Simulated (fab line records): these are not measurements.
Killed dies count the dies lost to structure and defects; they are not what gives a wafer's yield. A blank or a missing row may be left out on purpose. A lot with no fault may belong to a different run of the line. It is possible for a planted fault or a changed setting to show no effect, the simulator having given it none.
2 desks, one fault ; flow n5-finfet ; numbers are kept per desk, each desk with only its own; the story behind them comes last

## METROLOGY DESK
Means of the sampled wafers that have a number, per lot and without regard to the tool the lot ran on: this is what the gauges read. Any lot whose mean is over 4 standard deviations away from the usual mean is out of limits and marked OUT; that distance is given in the brackets. Of its 18 readings 7 are shown: the one that was out of limits first, and those that lie furthest out on some lot.
Columns: A = RS_SD_N at N5_SD_ACTIVATION_RS_MEAS_03, usual 21.90 ohm/sq; B = DIBL_N at N5_BEOL_M4_RC_MEAS_101, usual 36.1 mV/V; C = DIBL_P at N5_BEOL_M4_RC_MEAS_101, usual 36.1 mV/V; D = RC_DENSE_N at N5_BEOL_M4_RC_MEAS_101, usual 18.8 ohm.um; E = RC_N at N5_BEOL_M4_RC_MEAS_101, usual 15.35 ohm.um; F = REXT_N at N5_BEOL_M4_RC_MEAS_101, usual 75.0 ohm.um; G = RS_SD_N at N5_BEOL_M4_RC_MEAS_101, usual 28.4 ohm/sq
lot;first seen here;A;B;C;D;E;F;G
L695;day 3 06:47;21.97;35.5;34.8;18.4;15.00;76.6;28.2
L700;day 4 13:16;21.75;35.3;34.9;18.6;15.24;74.5;28.2
L702;day 5 02:46;21.78;35.6;34.1;18.7;15.25;72.5;28.3
L705;day 5 20:05;21.86;36.3;35.5;18.8;15.43;73.7;28.2
L707;day 6 05:52;27.79 (+22) OUT;36.3;35.3;22.6 (+11) OUT;18.57 (+12) OUT;85.9 (+7.8) OUT;34.9 (+19) OUT
L708;day 6 12:16;28.02 (+23) OUT;33.0;32.9;23.3 (+12) OUT;19.18 (+14) OUT;86.1 (+7.9) OUT;35.0 (+20) OUT
L712;day 7 09:30;22.06;36.1;37.4;18.8;15.46;78.1;28.8
L715;day 8 05:40;22.09;37.8;37.5;18.6;15.30;74.5;28.5
L718;day 9 00:26;22.03;35.3;36.0;18.8;15.38;74.1;28.5
This desk's finding: out of limits on L707, L708; first on L707, day 6 10:56 (RS_SD_N at N5_SD_ACTIVATION_RS_MEAS_03). L695, L700, L702, L705, L712, L715, L718 stayed within limits.

## DESK OF THE TOOL OWNER: laser-anneal-01
The tool's own readings at N5_SD_ACTIVATION_LSA_01 (time 0.0008 s): means of the sampled wafers that have a number, for each lot that ran on this tool. Any lot whose mean is over 4 standard deviations away from the usual mean is out of limits and marked OUT; that distance is given in the brackets.
Columns: A = wafer_temp_C_max at N5_SD_ACTIVATION_LSA_01, usual 1085.3
lot;first seen here;A
L700;day 4 17:34;1084.6
L702;day 5 06:55;1085.3
L707;day 6 10:44;1023.6 (-56) OUT
L708;day 6 17:12;1023.5 (-56) OUT
This desk's finding: out of limits on L707, L708; first on L707, day 6 10:44 (wafer_temp_C_max at N5_SD_ACTIVATION_LSA_01). L700, L702 stayed within limits.

## ALL TOGETHER
On L707, L708, at day 6 10:44, an alarm was possible from the tool owner's desk.
On L707, L708, the metrology desk was in a position to raise an alarm at day 6 10:56.
On laser-anneal-01, each named lot ran N5_SD_ACTIVATION_LSA_01.

## WHAT HAD BEEN PUT IN BY THE SIMULATOR
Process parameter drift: laser-anneal-01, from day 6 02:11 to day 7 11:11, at N5_SD_ACTIVATION_LSA_01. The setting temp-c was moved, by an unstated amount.
Lots struck among those shown: L707, L708.
Hours from the fault's start to each desk's first reading out of limits: the tool owner's desk, 9; the metrology desk, 9.
